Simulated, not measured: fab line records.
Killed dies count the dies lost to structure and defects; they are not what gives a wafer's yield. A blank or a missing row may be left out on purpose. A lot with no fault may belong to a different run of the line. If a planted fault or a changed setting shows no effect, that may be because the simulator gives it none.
Comparing a struck lot with a sound one || flow n5_finfet || 15 out of 1938 route steps
Sound: the wafers L375.1, L375.4, L375.6. Wafers struck: L382.1, L382.2, L382.3. The cause comes at the end.
Each step with rows lists, per side, the tool, then ch with its chambers, then its first start. Under that, the readings that differ: sound wafers || struck wafers || difference of the means || sigmas: that difference in standard deviations of wafers without a fault.
alike: readings whose means differ by less than 2 such deviations, and words and numbers that are the same on both sides. not compared: withheld readings, readings that some wafer has no value for, bounds like >300 that may hide the same value, and numbers for which the record gives no deviation and whose values overlap.
Wherever a step has rows on one side only, a row that says differs or no value, or a row with sigmas, the two part there. Non-overlapping numbers with no deviation appear without sigmas and do not part them. A reading that every wafer of one side lacks parts them only if that side has two wafers or more.

N5_BEOL_M8_CURE_75: cures SiCOH lowk, time 120 s.
  sound on uv_cure-01 ch 2, day 9 21:09; struck on uv_cure-03 ch 0, day 12 06:52
{"reading": "wafer_temp_C_max", "sound": "373.4 372.7 372.6", "struck": "371.1 371.3 371.5", "difference": -1.6, "sigmas": -3}
  alike: lamp_power_pct
then, 1 step without rows for these wafers: N5_BEOL_M8_DEGAS_44 (time 60 s).
N5_BEOL_M8_PRE_CLEAN_45: time 30 s.
  sound on pvd_sputter-03 at day 9 21:56; struck on pvd_sputter-03 at day 12 07:33
  alike: heater_power_w
N5_BEOL_M8_ALD_77: deposits TaN, target thk 2 nm, pulse time 2 s, purge time 3 s.
  sound on ald_metal-03 ch 0,1,2, day 9 22:01; struck on ald_metal-04 ch 0,1,3, day 12 07:37
  alike: heater_power_w
N5_BEOL_M8_SURFACE_TREAT_79:
  sound on pvd_sputter-03 at day 9 22:37; struck on pvd_sputter-01 at day 12 08:08
  not compared: throttle_valve_pct
then, 1 step without rows for these wafers: N5_BEOL_M8_CVD_78 (deposits Co from CCTBA/H2, target thk 2 nm, time 142.3 s).
N5_BEOL_M8_SPUTTER_48: material Cu, target thk 10 nm, time 1.667 s.
  sound on pvd_sputter-03 at day 9 22:50; struck on pvd_sputter-01 at day 12 08:37
  alike: throttle_valve_pct
then, 3 steps without rows for these wafers: N5_BEOL_M8_ECD_50 (material Cu, target thk 300 nm); N5_BEOL_M8_ANNEAL_51 (time 90 s); N5_BEOL_M8_CMP_52 (polishes, stops on SiCOH lowk, t overpolish 6.9 s, target thk 80 nm).
N5_BEOL_M8_THK_MEAS_53: measures by xrf.
  sound on film_metro-01 at day 10 01:43; struck on film_metro-01 at day 12 09:44
  alike: M8_THK
then, 1 step without rows for these wafers: N5_BEOL_M8_PRE_CLEAN_55 (time 15 s).
N5_BEOL_M8_DEP_56: deposits SiCN from 3MS/NH3, target thk 10 nm, time 17.5 s.
  sound on pecvd-03 ch 0,1, day 10 01:47; struck on pecvd-02 ch 0,1,2, day 12 10:00
  alike: rf_fwd_power_W, showerhead_plenum_p_Torr, throttle_valve_pct
N5_BEOL_M8_RS_MEAS_57: measurement is done with a four-point probe.
  sound on film_metro-02 at day 10 01:52; struck on film_metro-01 at day 12 10:05
  alike: M8_RS
-- here the record skips 3 days between the struck wafers' starts before and after, leaving off in module BEOL_M8 and picking up in module PASSIVATION (first step shown: number 1936 of the route) --
N5_PASSIVATION_PROBE_49:
  sound on prober-02 at day 13 19:55; struck on prober-02 at day 15 02:11
  alike: defect_limited_yield, killed_at_M0_to_M3, killed_at_M4_up, killed_at_contacts, killed_at_front_end, killed_at_other, killed_dies, killed_open, killed_short, sort_bin_5_function, sort_bin_6_memory, sort_bin_8_speed, sort_n_pass, sort_yield_pct

WHERE THEY PART
At N5_BEOL_M8_CURE_75 and nowhere else, as far as this record goes. Later steps at which nothing parts them and some readings are alike: N5_BEOL_M8_PRE_CLEAN_45, N5_BEOL_M8_ALD_77, N5_BEOL_M8_SPUTTER_48, N5_BEOL_M8_THK_MEAS_53, N5_BEOL_M8_DEP_56, N5_BEOL_M8_RS_MEAS_57, N5_PASSIVATION_PROBE_49.

WHY: what had been put in by the simulator
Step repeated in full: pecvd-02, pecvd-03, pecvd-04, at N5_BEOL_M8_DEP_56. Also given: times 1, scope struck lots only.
